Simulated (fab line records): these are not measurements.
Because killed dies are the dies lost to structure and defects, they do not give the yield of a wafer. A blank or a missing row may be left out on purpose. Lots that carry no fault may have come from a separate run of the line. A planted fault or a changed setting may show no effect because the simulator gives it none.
Matching of chambers :: flow nand_harc :: NHARC_A_STAIRCASE_DESCUM_11 on rie_diel-01 has 4 sister chambers
The step chemistry O2, time 3 s. 8 wafers are shown with their chamber, then 7 later ones without.

## EACH WAFER AND ITS CHAMBER
wafer: L075.4
chamber: 2
showerhead_plenum_p_Torr (Torr): 1.90
rf_vpp_V (V): 57.4

wafer: L078.3
chamber: 1
showerhead_plenum_p_Torr (Torr): 1.93
rf_vpp_V (V): 59.6

wafer: L080.5
chamber: 0
showerhead_plenum_p_Torr (Torr): 2.06
rf_vpp_V (V): 57.5

wafer: L084.3
chamber: 3
showerhead_plenum_p_Torr (Torr): 2.03
rf_vpp_V (V): 56.7

wafer: L084.5
chamber: 2
showerhead_plenum_p_Torr (Torr): 1.89
rf_vpp_V (V): 56.9

wafer: L084.6
chamber: 0
showerhead_plenum_p_Torr (Torr): 2.05
rf_vpp_V (V): 56.1

wafer: L092.1
chamber: 1
showerhead_plenum_p_Torr (Torr): 1.92
rf_vpp_V (V): 58.5

wafer: L092.2
chamber: 3
showerhead_plenum_p_Torr (Torr): 2.02
rf_vpp_V (V): 59.4

## WAFERS WITH NO CHAMBER GIVEN
wafer: L092.5
showerhead_plenum_p_Torr (Torr): 2.02
rf_vpp_V (V): 59.0

wafer: L094.1
showerhead_plenum_p_Torr (Torr): 2.04
rf_vpp_V (V): 57.4

wafer: L094.2
showerhead_plenum_p_Torr (Torr): 1.88
rf_vpp_V (V): 56.4

wafer: L094.5
showerhead_plenum_p_Torr (Torr): 2.04
rf_vpp_V (V): 57.9

wafer: L097.2
showerhead_plenum_p_Torr (Torr): 1.87
rf_vpp_V (V): 56.6

wafer: L097.3
showerhead_plenum_p_Torr (Torr): 2.04
rf_vpp_V (V): 59.8

wafer: L097.6
showerhead_plenum_p_Torr (Torr): 1.92
rf_vpp_V (V): 58.1

## CHAMBER TAKEN BY EACH
wafer: L092.5
from the rows above: 3
in truth: 3

wafer: L094.1
from the rows above: can't be placed: 0 or 3
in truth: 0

wafer: L094.2
from the rows above: 2
in truth: 2

wafer: L094.5
from the rows above: can't be placed: 3 or 0
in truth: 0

wafer: L097.2
from the rows above: 2
in truth: 2

wafer: L097.3
from the rows above: can't be placed: 3 or 0
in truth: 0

wafer: L097.6
from the rows above: 1
in truth: 1
Placed correctly: 4 of 7. These rows do not allow placing 3 (true chamber among the candidates in 3). Number placed wrongly: 0.
How it was worked out, from the rows above alone: a wafer's distance from a chamber is the root of the sum, over the readings, of the square of ((its reading less the chamber's mean) divided by the reading's scatter). If the next closest chamber is less than 2 further off than the closest, the wafer can't be placed; otherwise it belongs to the closest. A chamber's mean is the mean of its shown wafers. The scatter: the root of (the sum of the squares of (reading less its chamber's mean) over the shown wafers, divided by (wafers less chambers)).
